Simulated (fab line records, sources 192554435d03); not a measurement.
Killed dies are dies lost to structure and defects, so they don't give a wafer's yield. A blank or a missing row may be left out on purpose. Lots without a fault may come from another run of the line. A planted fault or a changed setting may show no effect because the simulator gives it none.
Chamber matching | flow n5_finfet | N5_HKMG_FIN_ETCH_58 on rie_diel-02: 4 sister chambers
The step etches SOC in N2/H2, target depth 215.8 nm, time 741 s. 20 wafers are shown with their chamber, then 10 later ones without.

WAFERS WITH THEIR CHAMBER
wafer  | chamber | showerhead_plenum_p_Torr (Torr) | drypump_motor_current_A (A) | throttle_valve_pct (%)
L074.4 | 3       | 2.48                            | 4.7                         | 17.66
L074.5 | 0       | 2.62                            | 5.9                         | 17.46
L074.6 | 1       | 2.60                            | 5.6                         | 17.39
L075.2 | 0       | 2.62                            | 5.8                         | 17.46
L075.3 | 1       | 2.60                            | 5.6                         | 17.38
L075.4 | 3       | 2.47                            | 4.7                         | 17.66
L078.1 | 2       | 2.71                            | 5.7                         | 17.63
L078.2 | 3       | 2.47                            | 4.8                         | 17.68
L078.4 | 1       | 2.59                            | 5.6                         | 17.39
L079.2 | 0       | 2.62                            | 5.8                         | 17.47
L079.3 | 1       | 2.59                            | 5.6                         | 17.40
L079.5 | 1       | 2.59                            | 5.6                         | 17.40
L081.2 | 0       | 2.62                            | 5.8                         | 17.47
L081.3 | 2       | 2.70                            | 5.8                         | 17.67
L081.5 | 2       | 2.70                            | 5.8                         | 17.68
L082.1 | 2       | 2.70                            | 5.8                         | 17.67
L082.4 | 1       | 2.59                            | 5.6                         | 17.43
L082.6 | 2       | 2.70                            | 5.8                         | 17.67
L086.1 | 2       | 2.70                            | 5.8                         | 17.68
L086.3 | 0       | 2.61                            | 5.9                         | 17.51

SIGNATURES (means of the wafers above)
reading                  | chamber 0 | chamber 1 | chamber 2 | chamber 3 | scatter within a chamber
showerhead_plenum_p_Torr | 2.6180    | 2.5933    | 2.7017    | 2.4733    | 0.00477
drypump_motor_current_A  | 5.840     | 5.600     | 5.783     | 4.733     | 0.0411
throttle_valve_pct       | 17.4740   | 17.3983   | 17.6667   | 17.6667   | 0.018
Rule: a wafer's distance from a chamber is the root of the sum, over the readings, of the square of ((its reading less the chamber's mean) divided by the reading's scatter). The wafer belongs to the nearest chamber; if the next one is less than 2 further off, it can't be placed. The scatter: the root of (the sum of the squares of (reading less its chamber's mean) over the shown wafers, divided by (wafers less chambers)).

WAFERS WITHOUT THEIR CHAMBER
wafer  | showerhead_plenum_p_Torr (Torr) | drypump_motor_current_A (A) | throttle_valve_pct (%)
L086.4 | 2.58                            | 5.6                         | 17.44
L092.1 | 2.61                            | 5.8                         | 17.53
L092.3 | 2.69                            | 5.8                         | 17.71
L092.6 | 2.58                            | 5.6                         | 17.46
L094.1 | 2.60                            | 5.8                         | 17.54
L094.2 | 2.69                            | 5.8                         | 17.71
L094.6 | 2.58                            | 5.6                         | 17.48
L096.1 | 2.45                            | 4.8                         | 17.74
L096.2 | 2.69                            | 5.7                         | 17.72
L096.6 | 2.60                            | 5.8                         | 17.55

WHICH CHAMBER EACH WENT THROUGH
wafer  | from the rows above | in truth
L086.4 | 1                   | 1
L092.1 | 0                   | 0
L092.3 | 2                   | 2
L092.6 | 1                   | 1
L094.1 | 0                   | 0
L094.2 | 2                   | 2
L094.6 | 1                   | 1
L096.1 | 3                   | 3
L096.2 | 2                   | 2
L096.6 | 0                   | 0
Placed correctly: 10 of 10. Can't be placed from these rows: 0. Placed wrongly: 0.
